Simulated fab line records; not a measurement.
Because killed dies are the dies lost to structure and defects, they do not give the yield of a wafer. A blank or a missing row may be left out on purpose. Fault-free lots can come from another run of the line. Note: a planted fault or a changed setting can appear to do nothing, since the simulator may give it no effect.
fab line records	flow n5_finfet	part 2 of 2: steps 20 to 29 of 29
[record] lots = 5	wafers = 15	last_day = 17
route steps=1938 shown HKMG_FIN@456 GATE_CUT@465
lots untouched by any fault: they come from a run of this same line in which no faults occurred
start_h: hours from the record's first day to the start of the lot's first wafer shown	wait_h: hours from the lot's prior step to this one	" the same as in the row above	L1.1+2: a single row standing in for several wafers	- either no value or no given start	* or withheld: withheld	< > ~ a bound
route shown NAME@n: names a module that has steps shown in the file, with the first one's number in the route	usual: mean/standard deviation of fault-free wafers	same: alike in all rows	chamber/n: place in a boat	sites: each site's reading	_std_site: the standard deviation of these	_edge_site: inner sites' mean taken away from outer sites' mean	radius_mm: how far each site lies from the wafer's centre	mask NAME#n: copy n	behind: the tool/chamber that last shaped the wafer	hold: why the lot was held/for how many hours/how that ended	device: whichever transistor did not switch (one of n, p or np)	end of line: tests of these same wafers at the route's end	a step without rows: its recipe alone	killed: the dies lost at the first sort to structure and to defects; this is not the yield of the wafer	map: a wafer's dies, marking killed ones x, the rest . and places with no die _
set.NAME: setting as actually run; set.NAME@STEP: the setting as run at that earlier step	model.NAME: the simulator's own value behind a step, which no gauge read
certain route steps with their lots: each step a table, each wafer a row
services: from which hour (start_h, from the record's first day; less than 0 if before it) a tool's chamber was out of use, for how many hours, and why
[[steps]]
[step N5_GATE_CUT_HM_DEP_46]
[recipe] material = SiO2	target_thk_a = 1300	temp_c = 400	precursor = TEOS/O2	pressure_torr = 6.5	rf_w = 900	teos_flow_sccm = 161.4	gas = O2	flow_sccm = 2650	time_s = 26.6
[usual] heater_power_w = 573/79	rf_fwd_power_W = 891/3.3	showerhead_plenum_p_Torr = 8.34/0.033	throttle_valve_pct = 18.9/0.99
lot.wafer	tool	chamber	start_h	wait_h	heater_power_w	rf_fwd_power_W	showerhead_plenum_p_Torr	throttle_valve_pct
L078.1	pecvd-01	1	105.92	0.0	433	896	8.33	19.3
L078.2	"	2	"	"	510	891	8.37	20.9
L078.4	"	1	"	"	439	893	8.33	19.5
L081.2	pecvd-02	2	125.72	0.0	588	892	8.36	17.6
L081.4	"	1	"	"	467	890	8.31	18.1
L081.6	"	0	"	"	669	886	8.39	19.0
L082.2	pecvd-03	1	132.88	0.0	618	890	8.39	19.0
L082.3	"	0	"	"	711	894	8.34	19.1
L082.6	"	1	"	"	629	893	8.42	18.6
L088.1	pecvd-02	2	170.76	0.0	574	888	8.35	17.4
L088.4	"	0	"	"	662	888	8.38	19.1
L088.6	"	1	"	"	450	892	8.30	18.0
L097.4	pecvd-01	1	228.48	0.1	505	895	8.33	19.6
L097.5	"	0	"	"	669	890	8.33	20.3
L097.6	"	1	"	"	502	893	8.34	19.7
[step N5_GATE_CUT_COAT_34]
[recipe] resist = SOC	temp_c = 250	time_s = 60	spin_rpm = 1500	resist_thk_nm = 60
[usual] exhaust_pa = 44.9/0.82
lot.wafer	tool	chamber	start_h	wait_h	exhaust_pa
L078.1	litho_track-04	0	105.99	0.0	45.1
L078.2	"	0	"	"	46.1
L078.4	"	0	"	"	44.9
L081.2	litho_track-01	0	125.78	0.0	43.7
L081.4	"	0	"	"	44.7
L081.6	"	0	"	"	43.9
L082.2	litho_track-04	0	132.94	0.0	44.5
L082.3	"	0	"	"	45.4
L082.6	"	0	"	"	45.4
L088.1	litho_track-01	0	170.82	0.0	43.1
L088.4	"	0	"	"	41.8
L088.6	"	0	"	"	43.0
L097.4	litho_track-03	0	228.55	0.0	45.7
L097.5	"	0	"	"	45.9
L097.6	"	0	"	"	46.1
[step N5_GATE_CUT_COAT_35]
[recipe] resist = SiARC	temp_c = 220	time_s = 60	spin_rpm = 1500	resist_thk_nm = 10
[usual] exhaust_pa = 45.0/0.96
lot.wafer	tool	chamber	start_h	wait_h	exhaust_pa
L078.1	litho_track-04	0	-	-	44.9
L078.2	"	0	"	"	44.3
L078.4	"	0	"	"	45.4
L081.2	litho_track-01	0	-	-	44.8
L081.4	"	0	"	"	44.5
L081.6	"	0	"	"	45.9
L082.2	litho_track-04	0	-	-	43.9
L082.3	"	0	"	"	44.0
L082.6	"	0	"	"	44.2
L088.1	litho_track-01	0	-	-	44.7
L088.4	"	0	"	"	45.6
L088.6	"	0	"	"	44.5
L097.4	litho_track-03	0	-	-	45.1
L097.5	"	0	"	"	44.2
L097.6	"	0	"	"	43.6
[step N5_GATE_CUT_COAT_27]
[recipe] resist = underlayer	temp_c = 205	time_s = 60	spin_rpm = 1500	resist_thk_nm = 10
[usual] exhaust_pa = 44.7/0.92
lot.wafer	tool	chamber	start_h	wait_h	exhaust_pa
L078.1	litho_track-04	0	-	-	43.9
L078.2	"	0	"	"	45.1
L078.4	"	0	"	"	44.7
L081.2	litho_track-01	0	-	-	46.1
L081.4	"	0	"	"	44.3
L081.6	"	0	"	"	45.8
L082.2	litho_track-04	0	-	-	43.2
L082.3	"	0	"	"	43.0
L082.6	"	0	"	"	44.7
L088.1	litho_track-01	0	-	-	46.8
L088.4	"	0	"	"	45.6
L088.6	"	0	"	"	45.9
L097.4	litho_track-03	0	-	-	44.4
L097.5	"	0	"	"	45.0
L097.6	"	0	"	"	44.2
[step N5_GATE_CUT_COAT_07]
[recipe] resist = CAR-EUV	spin_rpm = 1500	resist_thk_nm = 30
[usual] exhaust_pa = 44.8/0.85
lot.wafer	tool	chamber	start_h	wait_h	exhaust_pa
L078.1	litho_track-04	0	-	-	43.6
L078.2	"	0	"	"	45.3
L078.4	"	0	"	"	46.4
L081.2	litho_track-01	0	-	-	43.7
L081.4	"	0	"	"	43.1
L081.6	"	0	"	"	44.7
L082.2	litho_track-04	0	-	-	44.5
L082.3	"	0	"	"	45.4
L082.6	"	0	"	"	45.5
L088.1	litho_track-01	0	-	-	43.6
L088.4	"	0	"	"	43.5
L088.6	"	0	"	"	45.1
L097.4	litho_track-03	0	-	-	44.7
L097.5	"	0	"	"	45.3
L097.6	"	0	"	"	44.7
[step N5_GATE_CUT_EBR_09]
[recipe] solvent = PGMEA	ebr_width_mm = 1.5
[usual] exhaust_pa = 45.0/0.83
lot.wafer	tool	chamber	start_h	wait_h	exhaust_pa
L078.1	litho_track-04	0	-	-	44.9
L078.2	"	0	"	"	44.9
L078.4	"	0	"	"	44.1
L081.2	litho_track-01	0	-	-	44.6
L081.4	"	0	"	"	44.5
L081.6	"	0	"	"	46.1
L082.2	litho_track-04	0	-	-	44.7
L082.3	"	0	"	"	45.3
L082.6	"	0	"	"	45.6
L088.1	litho_track-01	0	-	-	43.8
L088.4	"	0	"	"	45.2
L088.6	"	0	"	"	42.7
L097.4	litho_track-03	0	-	-	44.3
L097.5	"	0	"	"	45.0
L097.6	"	0	"	"	44.4
[step N5_GATE_CUT_SOFTBAKE_08]
[recipe] temp_c = 110	time_s = 60	resist = CAR-EUV
[usual] exhaust_pa = 45.0/0.93
lot.wafer	tool	chamber	start_h	wait_h	exhaust_pa
L078.1	litho_track-04	0	-	-	46.3
L078.2	"	0	"	"	47.1
L078.4	"	0	"	"	47.5
L081.2	litho_track-01	0	-	-	45.4
L081.4	"	0	"	"	46.0
L081.6	"	0	"	"	45.6
L082.2	litho_track-04	0	-	-	43.9
L082.3	"	0	"	"	45.3
L082.6	"	0	"	"	43.5
L088.1	litho_track-01	0	-	-	43.0
L088.4	"	0	"	"	44.7
L088.6	"	0	"	"	44.2
L097.4	litho_track-03	0	-	-	44.5
L097.5	"	0	"	"	45.7
L097.6	"	0	"	"	44.1
[step N5_GATE_CUT_EXPOSE_10]
[recipe] mask_id = GATE_CUT	na = 0.33	source_shape = annular	sigma_inner = 0.35	sigma_outer = 0.8	polarization = unpolarized	target_cd_nm = 20	dose_mj = 43.25
[usual] stage_msd_nm = 0.757/0.0062
lot.wafer	tool	chamber	start_h	wait_h	mask	stage_msd_nm
L078.1	euv_scanner-02	0	106.25	-	GATE_CUT#0	0.743
L078.2	"	0	"	"	GATE_CUT#0	0.741
L078.4	"	0	"	"	GATE_CUT#0	0.740
L081.2	euv_scanner-01	0	125.93	-	GATE_CUT#0	0.762
L081.4	"	0	"	"	GATE_CUT#0	0.759
L081.6	"	0	"	"	GATE_CUT#0	0.758
L082.2	euv_scanner-01	0	133.09	-	GATE_CUT#0	0.760
L082.3	"	0	"	"	GATE_CUT#0	0.757
L082.6	"	0	"	"	GATE_CUT#0	0.761
L088.1	euv_scanner-01	0	171.09	-	GATE_CUT#0	0.762
L088.4	"	0	"	"	GATE_CUT#0	0.763
L088.6	"	0	"	"	GATE_CUT#0	0.761
L097.4	euv_scanner-01	0	228.71	-	GATE_CUT#0	0.764
L097.5	"	0	"	"	GATE_CUT#0	0.761
L097.6	"	0	"	"	GATE_CUT#0	0.765
[step N5_GATE_CUT_PEB_11]
[recipe] peb_temp_c = 100	peb_time_s = 60	resist = CAR-EUV
[usual] exhaust_pa = 45.0/0.81
lot.wafer	tool	chamber	start_h	wait_h	exhaust_pa
L078.1	litho_track-03	0	106.32	0.1	45.5
L078.2	"	0	"	"	45.2
L078.4	"	0	"	"	45.9
L081.2	litho_track-03	0	125.99	0.1	44.9
L081.4	"	0	"	"	44.5
L081.6	"	0	"	"	46.2
L082.2	litho_track-03	0	133.15	0.1	44.2
L082.3	"	0	"	"	45.6
L082.6	"	0	"	"	43.7
L088.1	litho_track-01	0	171.15	0.1	45.6
L088.4	"	0	"	"	44.9
L088.6	"	0	"	"	45.3
L097.4	litho_track-04	0	228.75	0.0	44.5
L097.5	"	0	"	"	45.4
L097.6	"	0	"	"	45.4
[step N5_GATE_CUT_DEVELOP_12]
[recipe] develop_time_s = 30	developer = TMAH	resist = CAR-EUV	rinse_liquid = surfactant_rinse	dry = air_spin	dev_temp_c = 23
[usual] exhaust_pa = 45.1/0.88
lot.wafer	tool	chamber	start_h	wait_h	exhaust_pa
L078.1	litho_track-03	0	-	-	44.9
L078.2	"	0	"	"	44.3
L078.4	"	0	"	"	45.1
L081.2	litho_track-03	0	-	-	43.9
L081.4	"	0	"	"	43.9
L081.6	"	0	"	"	45.3
L082.2	litho_track-03	0	-	-	47.2
L082.3	"	0	"	"	45.1
L082.6	"	0	"	"	43.5
L088.1	litho_track-01	0	-	-	45.0
L088.4	"	0	"	"	44.8
L088.6	"	0	"	"	45.6
L097.4	litho_track-04	0	-	-	44.8
L097.5	"	0	"	"	45.8
L097.6	"	0	"	"	46.2
[[services]]
tool	chamber	start_h	hours	kind
euv_scanner-01	-	82.37	1.0	pm
rie_metal-03	-	85.25	2.8	pm
rie_diel-04	1	89.19	5.1	repair
rie_metal-02	-	91.63	0.3	repair
wet_bench-02	-	97.30	1.0	repair
cvd_w-02	1	101.90	5.3	repair
rie_diel-04	1	105.96	14.5	repair
euv_scanner-01	-	118.01	4.6	pm
rie_diel-04	3	120.72	9.8	repair
wet_bench-02	-	121.53	4.4	pm
cvd_w-01	-	121.78	6.9	pm
cmp-03	-	124.34	7.2	pm
wet_bench-03	-	127.29	1.1	repair
cmp-02	-	134.51	5.8	pm
pecvd-01	-	137.43	2.8	pm
euv_scanner-01	-	138.52	1.0	pm
cmp-02	-	141.38	4.0	pm
wet_bench-05	-	148.14	1.9	pm
rie_diel-04	-	150.63	0.2	repair
wet_bench-05	-	165.64	5.0	repair
rie_diel-04	0	179.56	5.8	repair
rie_diel-04	3	185.77	45.5	repair
cmp-02	-	201.67	0.3	repair
rie_diel-04	-	226.56	15.6	pm
